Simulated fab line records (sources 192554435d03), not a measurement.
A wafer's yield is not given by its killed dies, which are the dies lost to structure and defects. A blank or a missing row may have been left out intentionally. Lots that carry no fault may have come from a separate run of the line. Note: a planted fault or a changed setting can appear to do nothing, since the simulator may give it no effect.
Split-lot trial | flow n5Finfet | on a route of 1938 steps: 7 lots, 21 wafers read

## THE SPLIT ITSELF
At N5_BEOL_M7_ETCH_66 (etches SOC in N2/H2, target depth 80 nm, overetch 16 nm, time 120 s), the setting biasW was moved away from the recipe's 150 W on 9 of the 21 wafers read, by -10.7% to +10.5%. All remaining wafers had this setting at the recipe value.

Reading taken at the split's own step.

## THE READING
rfVppV, in V, at N5_BEOL_M7_ETCH_66 (etches SOC in N2/H2, target depth 80 nm, overetch 16 nm, time 120 s). On this fab line, fault-free wafers typically give 523 V with a standard deviation of 3.2 V.

wafer  | tool, chamber at the split | biasW as run, W | against the recipe | rfVppV, V | against lot-mates on the recipe
L074.2 | rieDiel-06, 0              | 150             | recipe             | 519       | -
L074.3 | rieDiel-06, 1              | 150             | recipe             | 527       | -
L074.5 | rieDiel-06, 2              | 165.8           | +10.5%             | 558       | +35
L075.3 | rieDiel-03, 3              | 135.9           | -9.4%              | 490       | -31
L075.4 | rieDiel-03, 1              | 150             | recipe             | 521       | -
L075.5 | rieDiel-03, 3              | 135.9           | -9.4%              | 491       | -30
L078.1 | rieDiel-03, 0              | 150             | recipe             | 526       | -
L078.3 | rieDiel-03, 1              | 150             | recipe             | 520       | -
L078.4 | rieDiel-03, 3              | 150             | recipe             | 520       | -
L080.1 | rieDiel-03, 0              | 150             | recipe             | 526       | -
L080.4 | rieDiel-03, 2              | 134             | -10.7%             | 491       | -35
L080.6 | rieDiel-03, 1              | 134             | -10.7%             | 482       | -44
L086.3 | rieDiel-06, 2              | 162.5           | +8.3%              | 550       | no lot-mate on the recipe
L086.5 | rieDiel-06, 0              | 162.5           | +8.3%              | 546       | no lot-mate on the recipe
L086.6 | rieDiel-06, 1              | 162.5           | +8.3%              | 554       | no lot-mate on the recipe
L091.1 | rieDiel-03, 2              | 150             | recipe             | 526       | -
L091.2 | rieDiel-03, 0              | 150             | recipe             | 527       | -
L091.4 | rieDiel-03, 3              | 143.2           | -4.5%              | 505       | -22
L097.1 | rieDiel-03, 2              | 150             | recipe             | 526       | -
L097.3 | rieDiel-03, 0              | 150             | recipe             | 527       | -
L097.5 | rieDiel-03, 1              | 150             | recipe             | 519       | -

FIT RESULTS
A straight line over all 21 wafers: rfVppV changes by +3.38 V for each +1% of biasW; r = +0.99; the points scatter about the line by 3.4 V.
The same after taking each lot's own level away (the mean of its wafers on the recipe; 18 wafers): +3.49 V for each +1%; r = +0.98; scatter 3.4 V.
The reading moves by 37 V for the largest change in biasW, on that fit.
From 521.0 to 526.5 V: that is the span of the lots' own levels, equal to 1.7 times the standard deviation above.
Consequently the slope shifts little with the lot-to-lot level, the two slopes agreeing.
Check: with one of the wafers moved furthest among these (-10.7%) left out of the fit, the line predicts -38.3 V for it against its lot-mates. Against them it came out at -35 V.
Tool readings at the split's step, against how far the setting was moved: rfVppV r = +0.99.

## THESE WAFERS: OTHER SPLITS
Other splits were also applied to these wafers ahead of the reading. Each is held against what the fit with the lots' levels taken away leaves over:
other split on the same wafers | wafers away from the commonest value | r with rfVppV (lot level and that fit taken away)
N5_BEOL_M4_COAT_05 spinRpm     | 6                                    | -0.07
N5_BEOL_M5_COAT_05 spinRpm     | 6                                    | +0.04
N5_BEOL_M6_COAT_22 spinRpm     | 7                                    | -0.27
N5_BEOL_M6_ETCH_66 biasW       | 9                                    | -0.10
N5_BEOL_M7_COAT_71 spinRpm     | 8                                    | +0.14

## THE WHOLE CHAIN: every reading that the file lists as answering this split, in the file's order
step               | what it does                                                        | reading                                                                         | change (the file's fit)                | r (the file's)
N5_BEOL_M7_ETCH_66 | etches SOC in N2/H2, target depth 80 nm, overetch 16 nm, time 120 s | rfVppV                                                                          | +3.49 V for each +1% of the setting    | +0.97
N5_BEOL_M7_ETCH_66 | etches SOC in N2/H2, target depth 80 nm, overetch 16 nm, time 120 s | SiARC_of_BEOL_M7_COAT_64.thkNm (the simulator's own value, which no gauge read) | -0.0694 nm for each +1% of the setting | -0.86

## THE FILE'S OWN FIT
rfVppV changes by +3.49 V for each +1% of biasW, r = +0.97.
